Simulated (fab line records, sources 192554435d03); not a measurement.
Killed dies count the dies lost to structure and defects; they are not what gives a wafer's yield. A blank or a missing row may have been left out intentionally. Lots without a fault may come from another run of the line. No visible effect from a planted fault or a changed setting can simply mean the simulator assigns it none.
Problem report, 8D (eight disciplines) form, completed by code / flow n5_finfet / the parts of the form that need people (team, actions taken, sign-off) are left out

## 1. THE PROBLEM
trench_depth_nm at N5_BEOL_M14_OCD_MEAS_35 reads a mean of 1049 nm on 2 wafers of 2 lots; wafers without a fault read 558 nm with a standard deviation of 8.9. Measured from the usual mean, that is +55 standard deviations.
First seen on wafer L767.5, day 16 01:45, on ocd-02. The record has a number at this step for 18 wafers belonging to 6 lots. Rule for "out" (also "out of limits"): further than 4 standard deviations from the usual mean. Any other wafer with a number is counted as sound.

## 2. WHAT THIS IS AND IS NOT
question=which readings at this step | is=trench_depth_nm | is not=-
question=which lots | is=L767, L768 | is not=L759, L774, L777, L778
question=which wafers of those lots | is=L767.5, L768.3 | is not=L767.3, L767.6, L768.4, L768.6
question=read on which gauges | is=ocd-02 | is not=ocd-01
question=when | is=from day 16 01:45 | is not=up to then (5 sound wafers); but 11 sound wafers of L768, L774, L777, L778 came after

## 3. THE SUSPECTS, EACH WITH WHAT RULES IT OUT
Counting: if a tool at a process step up to the reading ran every lot that is out, it stays a suspect. Sound lots after the first of them don't rule it out here, since some wafers of a struck lot are sound.
- ruled out: the gauge at N5_BEOL_M14_OCD_MEAS_35. All the wafers that are out were read on ocd-02, but those of them that N5_BEOL_M14_THK_MEAS_50 has rows for are out there too, on other tools.
- rie_diel-04 at N5_BEOL_M14_TRENCH_ETCH_34 (etches SiO2 in C4F8/O2/Ar, target depth 556.65 nm, time 126.9 s): kept. Every lot that is out went through it, the first being L767 (day 16 01:35); the last sound lot it ran before that was L759 (day 14 10:32).
- At N5_BEOL_M14_TRENCH_ETCH_34, inside rie_diel-04: chamber 0 took the wafers that are out, while their sound lot-mates went through chambers 1, 3.
Remaining after the count: rie_diel-04 at N5_BEOL_M14_TRENCH_ETCH_34.

## 4. THE CAUSE (what the simulator had put in)
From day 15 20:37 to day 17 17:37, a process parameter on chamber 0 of rie_diel-04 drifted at N5_BEOL_M14_TRENCH_ETCH_34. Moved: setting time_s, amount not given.
Only this tool survived the counting.

## 5. THE CHAIN OF EFFECTS, in route order
Each row: a reading whose mean over the struck wafers that have a number lies more than 3 standard deviations from the usual. Only readings for which the record gives a usual standard deviation are gone through. hours: the time from each lot's start at the first step in this table that gives one to its start at this step, as a median over the lots. sigmas: the change in usual standard deviations.
hours=0; step=N5_BEOL_M14_OCD_MEAS_35; reading=trench_depth_nm; usual=558 nm; on struck wafers=1049; change=+491; sigmas=+55
hours=7; step=N5_BEOL_M14_THK_MEAS_50; reading=M14_THK; usual=572 nm; on struck wafers=1080; change=+508; sigmas=+42
hours=8; step=N5_BEOL_M14_RS_MEAS_54; reading=M14_RS; usual=0.0332 ohm/sq; on struck wafers=0.0175; change=-0.0157; sigmas=-30
hours=17; step=N5_BEOL_M15_RC_MEAS_101; reading=SERP_M14; usual=0.1595 ohm/um; on struck wafers=0.0820; change=-0.0775; sigmas=-27
hours=17; step=N5_BEOL_M15_RC_MEAS_101; reading=SERP_M14_max_site; usual=0.1613 ohm/um; on struck wafers=0.0831; change=-0.0782; sigmas=-27

## 6. HOW IT WOULD HAVE BEEN CAUGHT EARLIER
In this record the first reading out of limits at a measuring or inspecting step was taken at day 16 01:45, 5 hours after the fault began at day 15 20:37.
No tool reading at N5_BEOL_M14_TRENCH_ETCH_34 that has a usual standard deviation in the record was out on any struck wafer, so an alarm limit of 4 standard deviations on those readings would not have fired.
Lots out: 2; of these, L768 started N5_BEOL_M14_TRENCH_ETCH_34 on rie_diel-04 after day 16 01:45. Holding the tool at that time would have saved it.
